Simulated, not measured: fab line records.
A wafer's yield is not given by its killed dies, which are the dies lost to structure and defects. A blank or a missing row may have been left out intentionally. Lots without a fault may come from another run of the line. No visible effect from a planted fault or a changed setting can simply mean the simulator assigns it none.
Code-filled problem report in 8D (eight disciplines) form + flow n5_finfet + the parts of the form that need people (team, actions taken, sign-off) are left out

## 1. WHAT IS WRONG
Wafers without a fault read 24.6 s, standard deviation 0.72; barrier_field_endpoint_s at N5_BEOL_M4_CMP_52 reads a mean of 13.8 s on 3 wafers belonging to 3 lots. That is -15 standard deviations from the usual mean.
The step: polishes, stops on SiOC, t overpolish 6.8 s, target thk 40 nm.
First observed at day 12 07:25: wafer L998.3, on cmp-04. The record has a number at this step for 14 wafers belonging to 5 lots. The rule behind "out" and "out of limits": a value lying over 4 standard deviations away from the usual mean. All remaining wafers that have a number are taken as sound.

## 2. WHAT IT IS, WHAT IT ISN'T
| question                    | is                       | is not                                                                         |
|-----------------------------|--------------------------|--------------------------------------------------------------------------------|
| which readings at this step | barrier_field_endpoint_s | clearing_platen_down_force_psi                                                 |
| which lots                  | L100, L102, L998         | L107, L996                                                                     |
| which wafers of those lots  | L100.3, L102.3, L998.3   | L100.6, L102.5, L102.6, L998.1, L998.5                                         |
| read on which tools         | cmp-01, cmp-02, cmp-04   | -                                                                              |
| when                        | from day 12 07:25        | up to then (5 sound wafers); but 6 sound wafers of L100, L102, L107 came after |

## 3. THE SUSPECTS, EACH WITH WHAT RULES IT OUT
Counting: if a tool at a process step up to the reading ran every lot that is out, it stays a suspect. Sound lots after the first of them don't rule it out here, since some wafers of a struck lot are sound.
- pecvd-02 at N5_BEOL_M4_PECVD_72 (deposits SiO2 from TEOS/O2, target thk 16 nm, time 18 s): kept. Every lot that is out went through it, the first being L998 (day 11 08:54); the last sound lot it ran before that was L996 (day 11 05:55).
The count leaves pecvd-02 at N5_BEOL_M4_PECVD_72.

## 4. THE CAUSE (what the simulator had put in)
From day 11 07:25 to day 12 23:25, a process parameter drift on pecvd-02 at N5_BEOL_M4_PECVD_72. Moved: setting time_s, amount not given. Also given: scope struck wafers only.
Only this tool survived the counting.

## 5. SEQUENCE OF EFFECTS, ordered by route
Each row: a reading whose mean over the struck wafers that have a number lies more than 3 standard deviations from the usual. Readings are gone through only where the record gives a usual standard deviation; hours: the median, over the lots, of the time from a lot's start at the first step in this table giving one to that lot's start at this step; sigmas: the change measured in usual standard deviations.
| hours | step              | reading                  | usual  | on struck wafers | change | sigmas |
|-------|-------------------|--------------------------|--------|------------------|--------|--------|
| 0     | N5_BEOL_M4_CMP_52 | barrier_field_endpoint_s | 24.6 s | 13.8             | -10.8  | -15    |
Process steps it contains:
- N5_BEOL_M4_CMP_52: polishes, stops on SiOC, t overpolish 6.8 s, target thk 40 nm.
Later steps that measure or inspect, where all struck wafers having a row at the step show a number for every such reading and not one has moved that far: N5_BEOL_M4_RC_MEAS_101.

## 6. WHAT WOULD HAVE CAUGHT IT SOONER
In this record the first reading out of limits was taken at day 12 07:25, 24 hours after the fault began at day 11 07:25.
An alarm limit of 4 standard deviations would not have fired on the tool readings at N5_BEOL_M4_PECVD_72 for which the record gives a usual standard deviation, since none of them was out on any struck wafer.
By day 12 07:25 the whole set of lots that are out, 3 in number, had already begun N5_BEOL_M4_PECVD_72 on pecvd-02. Tool hold at that time: it would have spared none of them.
